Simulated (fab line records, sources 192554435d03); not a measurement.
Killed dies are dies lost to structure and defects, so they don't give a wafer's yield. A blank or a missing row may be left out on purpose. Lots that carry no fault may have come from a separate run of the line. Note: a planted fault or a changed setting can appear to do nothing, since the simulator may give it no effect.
2 desks, one fault	flow n5_finfet	only its own numbers are on each desk; what lay behind them is given at the end

FROM THE METROLOGY DESK
What the gauges read, lot by lot, whatever tool the lot ran on: means of the sampled wafers that have a number. Any lot whose mean is over 4 standard deviations away from the usual mean is out of limits and marked OUT; that distance is given in the brackets. Readings shown: 7 of its 10, picked as those furthest out on some lot.
Columns: A = DIBL_P at N5_BEOL_M4_RC_MEAS_101, usual 36 mV/V; B = IOFF_N at N5_BEOL_M4_RC_MEAS_101, usual 0.16 nA/um; C = IOFF_P at N5_BEOL_M4_RC_MEAS_101, usual 0.21 nA/um; D = ION_P at N5_BEOL_M4_RC_MEAS_101, usual 462 uA/um; E = SS_N at N5_BEOL_M4_RC_MEAS_101, usual 71.6 mV/dec; F = VT_N at N5_BEOL_M4_RC_MEAS_101, usual 249 mV; G = VT_P at N5_BEOL_M4_RC_MEAS_101, usual -250 mV
lot	first seen here	A	B	C	D	E	F	G
L751	day 10 20:59	37	0.17	0.25	464	71.6	249	-247
L754	day 11 20:04	40	0.20	0.27	471	71.9	246	-246
L753	day 12 02:29	33	0.13	0.18	459	71.8	254	-251
L752	day 12 07:51	36	0.12	0.21	462	70.5	252	-247
L757	day 12 13:42	34	0.14	0.16	451	70.7	249	-254
L763	day 13 09:17	34	0.12	0.17	458	70.8	254	-254
L764	day 15 08:49	33	0.13	0.17	453	71.5	252	-253
L769	day 15 19:40	36	0.18	0.24	461	71.5	246	-247
L773	day 16 04:26	35	0.16	0.19	461	71.2	248	-250
L774	day 17 10:15	40	0.21	0.26	463	72.5	246	-248
This desk's verdict: no lot among the 10 shows anything out of limits.

TOOL OWNER'S DESK, litho_track-04
The tool's own readings at N5_BEOL_M2_COAT_62 (time 60 s, resist thk 12 nm): means of the sampled wafers that have a number, for each lot that ran on this tool. Any lot whose mean is over 4 standard deviations away from the usual mean is out of limits and marked OUT; that distance is given in the brackets.
Columns: A = dispense_pressure_kPa at N5_BEOL_M2_COAT_62, usual 50.0 kPa; B = heater_power_total_W at N5_BEOL_M2_COAT_62, usual 427.2 W; C = resist_line_temp_C at N5_BEOL_M2_COAT_62, usual 22.99 C; D = spin_speed_rpm at N5_BEOL_M2_COAT_62, usual 1499.9 rpm
lot	first seen here	A	B	C	D
L751	day 8 08:11	52.8	426.1	22.98	1499.3
L752	day 8 09:07	52.8	426.9	22.92	1499.0
L754	day 8 11:58	52.7	427.0	22.83	1499.6
L753	day 8 12:31	52.7	428.1	23.15	1500.6
L763	day 9 17:58	52.8	427.2	22.96	1546.1 (+48) OUT
L764	day 10 15:47	52.8	427.3	22.91	1546.0 (+48) OUT
This desk's verdict: out of limits on L763, L764, starting with L763 at day 9 17:58 (spin_speed_rpm at N5_BEOL_M2_COAT_62). L751, L752, L754, L753 stayed within limits.

PUT TOGETHER
An alarm could have come from the tool owner's desk at day 9 17:58, on L763, L764.
From the metrology desk's view, nothing was out of limits.
The metrology desk holds a record of L763, L764, inside its limits.
Every lot named ran N5_BEOL_M2_COAT_62 on litho_track-04.

WHAT THE SIMULATOR HAD INSERTED
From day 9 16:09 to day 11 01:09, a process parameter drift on litho_track-04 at N5_BEOL_M2_COAT_62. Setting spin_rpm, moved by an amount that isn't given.
Shown lots that were struck: L763, L764.
Hours from the fault's start to each desk's first reading out of limits: the tool owner's desk, 2.
